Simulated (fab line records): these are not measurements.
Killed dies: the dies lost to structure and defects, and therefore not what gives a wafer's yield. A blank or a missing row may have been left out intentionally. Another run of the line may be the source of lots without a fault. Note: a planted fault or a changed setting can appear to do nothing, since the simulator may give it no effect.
A lot that was struck, set against a sound lot ; flow nand-harc ; 15 steps out of a route of 1159
Sound: wafers L907.1, L907.3, L907.6. Struck: wafer L919.5. (L919.1, L919.2 of the same lot were not struck and are left out.) The cause comes at the end.
At each step with rows: each side's tool, then ch and its chambers, then its first start. Under that, the readings that differ: sound wafers ; struck wafers ; difference of the means ; sigmas: that difference in standard deviations of wafers without a fault.
alike: words and numbers the same on both sides, and readings whose means are apart by under 2 such deviations; not compared: readings that were withheld, readings missing a value for some wafer, numbers with overlapping values and no deviation given by the record, and bounds like >300 which may hide the same value.
A row with sigmas, a row that says differs or no value, or rows on one side alone: a step with any of these is where the two part. Numbers that have no deviation but don't overlap get no sigmas and don't part them. A reading missing from all wafers of one side parts the sides only when that side holds two or more wafers.

first, 7 steps without rows for these wafers: NHARC_P_BONDPAD_COAT_36 (time 65 s); NHARC_P_BONDPAD_COAT_03 (resist thk 600 nm); NHARC_P_BONDPAD_SOFTBAKE_04 (time 70 s); NHARC_P_BONDPAD_EBR_05; NHARC_P_BONDPAD_EXPOSE_06 (exposes mask P BPAD); NHARC_P_BONDPAD_PEB_07 (peb time 80 s); NHARC_P_BONDPAD_DEVELOP_08 (time 50 s).
NHARC_P_BONDPAD_CD_MEAS_09 targets a cd of 500 nm.
  sound on cd-sem-02 ch 0, day 7 08:26; struck on cd-sem-02 ch 0, day 10 14:15
  alike: cd-nm
NHARC_P_BONDPAD_OVL_MEAS_38:
  sound on overlay-01 at day 7 08:31; struck on overlay-02 at day 10 14:20
  alike: overlay-x-nm, overlay-y-nm
then, 1 step without rows for these wafers: NHARC_P_BONDPAD_HARDBAKE_10 (time 65 s).
NHARC_P_BONDPAD_DESCUM_11: chemistry O2, time 3 s.
  sound on rie-diel-04 ch 1,2,3, day 7 08:39; struck on rie-diel-04 ch 2, day 10 14:28
  alike: chamber-pressure-mTorr, drypump-motor-current-A, oes-product-au, rf-vpp-V, showerhead-plenum-p-Torr, throttle-valve-pct
  not compared: rf-hours-counter-h
NHARC_P_BONDPAD_ETCH_37: etches the open film in N2/H2, target depth 60 nm, overetch 18 nm, time 65.91 s.
  sound on rie-diel-04 ch 1,2,3, day 7 08:44; struck on rie-diel-04 ch 3, day 10 14:33
reading;sound;struck;difference;sigmas
n2-flow-sccm (sccm);149.7 149.4 149.6;150.5;+0.9;+2
  alike: chamber-pressure-mTorr, drypump-motor-current-A, oes-product-au, rf-vpp-V, run-length-s, showerhead-plenum-p-Torr, throttle-valve-pct
  not compared: rf-hours-counter-h
NHARC_P_BONDPAD_ETCH_12: etches the open film in CHF3/O2, target depth 200 nm, time 100 s.
  sound on rie-diel-04 ch 1,2,3, day 7 08:50; struck on rie-diel-04 ch 1, day 10 14:38
reading;sound;struck;difference;sigmas
oes-product-au (a.u.);0.933 0.917 0.903;0.986;+0.068;+3
run-length-s (s);121.39 121.55 122.04;94.26;-27.40;-98
  alike: chamber-pressure-mTorr, drypump-motor-current-A, rf-vpp-V, showerhead-plenum-p-Torr, throttle-valve-pct
  not compared: rf-hours-counter-h
NHARC_P_BONDPAD_CD_MEAS_13:
  sound on cd-sem-03 at day 7 08:58; struck on cd-sem-01 at day 10 14:46
  alike: cd-nm
-- record jumps: 13 days between struck wafers' starts before vs after; left off in module P_BONDPAD, resumes in module END, first step shown is number 1159 of the route --
NHARC_END_SORT_01:
  sound on prober-01 ch 0, day 20 00:17; struck on prober-01 ch 0, day 23 09:19
reading;sound;struck;difference;sigmas
defect-limited-yield (%);98.7 98.8 98.4;0;-99;-62
killed-at-array;9 5 10;51;+43;+4
killed-at-periphery;0 2 0;626;+625;+99 or more
killed-dies;9 8 11;677;+668;+61
sort_bin_2_pct (%);0.7 0.3 0.1;94.7;+94.3;+99 or more
sort_bin_3_pct (%);0.15 0.15 0;0.59;+0.49;+3
sort_bin_4_pct (%);0.4 0.7 1.5;4.7;+3.8;+3
sort-n-pass;668 669 666;0;-668;-61
sort-rim-yield-pct (%);100.0 99.1 100.0;0;-100;-36
sort-yield-pct (%);98.7 98.8 98.4;0;-99;-62
  alike: killed-at-other, killed-open, killed-short

WHERE THEY PART
At NHARC_P_BONDPAD_ETCH_37 first; at NHARC_END_SORT_01 last (within this record only).

WHY: what the simulator had put in
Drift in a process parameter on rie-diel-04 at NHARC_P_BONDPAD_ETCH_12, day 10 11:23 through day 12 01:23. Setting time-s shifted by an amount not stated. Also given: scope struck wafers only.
